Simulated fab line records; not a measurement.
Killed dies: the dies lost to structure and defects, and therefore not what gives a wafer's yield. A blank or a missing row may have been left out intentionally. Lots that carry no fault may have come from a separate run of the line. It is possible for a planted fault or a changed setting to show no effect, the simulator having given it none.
Problem report, 8D (eight disciplines) form, completed by code || flow nand-harc || the parts of the form that need people (team, actions taken, sign-off) are left out

## 1. WHAT WENT WRONG
Mean of killed-at-array at NHARC_END_SORT_01: 89 across 9 wafers in 3 lots; on wafers with no fault it is 24 (standard deviation 7.4). That puts it +8.8 standard deviations away from the usual mean.
First seen on wafer L542.1, day 23 10:17, on prober-01. Wafers with a number at this step in the record: 9, from 3 lots. Rule for "out", or "out of limits": more than 4 standard deviations from the usual mean. The rest of the wafers with a number are treated as sound.

## 2. WHAT IT IS AND WHAT IT IS NOT
{"question": "which readings at this step", "is": "killed-at-array, killed-dies", "is not": "killed-at-other, killed-open, killed-short"}
{"question": "which lots", "is": "L540, L542, L544", "is not": "-"}
{"question": "which wafers of those lots", "is": "all that have a number", "is not": "-"}
{"question": "read on which gauges", "is": "prober-01, prober-02", "is not": "-"}
{"question": "when", "is": "from day 23 10:17", "is not": "up to then (0 sound wafers)"}

## 3. THE SUSPECTS, EACH WITH WHAT RULES IT OUT
Counting: a tool at a process step up to the reading stays a suspect if it ran every lot that is out and no sound lot after the first of them.
- ruled out: the gauge at NHARC_END_SORT_01. Those wafers that are out were read across 2 gauges (prober-01, prober-02).
- pecvd-onon-02 at NHARC_A_ONON_D1_DEP_03 (target thk 1000 nm): kept. It ran every lot that is out, first L540 (day 11 12:06), and no sound lot after that.
- cmp-01 at NHARC_THIN_TSV_CMP_01 (polishes): kept. It ran every lot that is out, first L542 (day 22 18:10), and no sound lot after that.
Remaining after the count are pecvd-onon-02 at NHARC_A_ONON_D1_DEP_03 and cmp-01 at NHARC_THIN_TSV_CMP_01.

## 4. THE CAUSE (what the simulator had put in)
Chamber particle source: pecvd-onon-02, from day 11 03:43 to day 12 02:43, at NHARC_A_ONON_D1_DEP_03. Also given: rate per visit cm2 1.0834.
Of the 2 suspects that counting leaves, this tool is one.

## 5. THE CHAIN OF EFFECTS, in route order
Each row: a reading where the mean over the struck wafers with a number is more than 3 standard deviations away from the usual. Scope: only readings with a usual standard deviation given in the record; hours: median across lots of the time from each lot's start at the first step in this table that gives one to its start at this step; sigmas: change in usual standard deviations.
{"hours": 0, "step": "NHARC_END_SORT_01", "reading": "killed-at-array", "usual": 24, "on struck wafers": 89, "change": "+65", "sigmas": "+8.8"}
{"hours": 0, "step": "NHARC_END_SORT_01", "reading": "killed-dies", "usual": 28, "on struck wafers": 93, "change": "+65", "sigmas": "+8.1"}

## 6. WHAT WOULD HAVE CAUGHT IT SOONER
Counted from the fault's start at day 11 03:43, it took 295 hours until the first out-of-limits reading at a measuring or inspecting step in this record, taken at day 23 10:17.
The start of NHARC_A_ONON_D1_DEP_03 on pecvd-onon-02 came by day 23 10:17 for every one of the lots that are out (3). Had the tool been put on hold then, not one of them would have been saved.
